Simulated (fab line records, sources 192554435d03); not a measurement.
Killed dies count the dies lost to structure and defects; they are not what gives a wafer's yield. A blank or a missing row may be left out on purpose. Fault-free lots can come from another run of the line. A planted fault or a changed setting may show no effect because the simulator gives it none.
Matching of chambers | flow n5-finfet | 4 sister chambers for N5_BEOL_M0_SAQP_SPACER2_ALD_26 on ald-sin-02
The step deposits SiO2, target thk 15 nm, pulse time 1 s, purge time 2 s. 4 wafers are shown with their chamber, then 11 later ones without.

WAFERS WITH THEIR CHAMBER
wafer  | chamber | heater-power-w (W)
L081.6 | 2       | 473
L085.2 | 1       | 422
L085.6 | 3       | 438
L086.1 | 0       | 447

WAFERS WITHOUT THEIR CHAMBER
wafer  | heater-power-w (W)
L086.2 | 431
L086.5 | 418
L089.2 | 409
L089.4 | 478
L089.6 | 420
L091.4 | 420
L091.5 | 480
L091.6 | 400
L096.1 | 432
L096.4 | 399
L096.5 | 427

THE CHAMBER EACH PASSED THROUGH
wafer  | from the rows above          | in truth
L086.2 | can't be placed: 3 or 1 or 0 | 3
L086.5 | can't be placed: 1 or 3      | 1
L089.2 | can't be placed: 1 or 3      | 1
L089.4 | 2                            | 2
L089.6 | can't be placed: 1 or 3      | 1
L091.4 | can't be placed: 1 or 3      | 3
L091.5 | 2                            | 2
L091.6 | can't be placed: 1 or 3      | 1
L096.1 | can't be placed: 3 or 1 or 0 | 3
L096.4 | can't be placed: 1 or 3      | 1
L096.5 | can't be placed: 1 or 3 or 0 | 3
Placed correctly: 2 of 11. Not placeable from these rows: 9 (in 9, the candidates include the true chamber). Wrongly placed: 0.
How it was worked out, from the rows above alone: a wafer's distance from a chamber is the root of the sum, over the readings, of the square of ((its reading less the chamber's mean) divided by the reading's scatter). If the next closest chamber is less than 2 further off than the closest, the wafer can't be placed; otherwise it belongs to the closest. For every chamber, the mean is computed from those of its wafers that are shown. The scatter: root of mean squared gap, hidden wafer to nearest shown wafer, with one shown wafer a chamber.
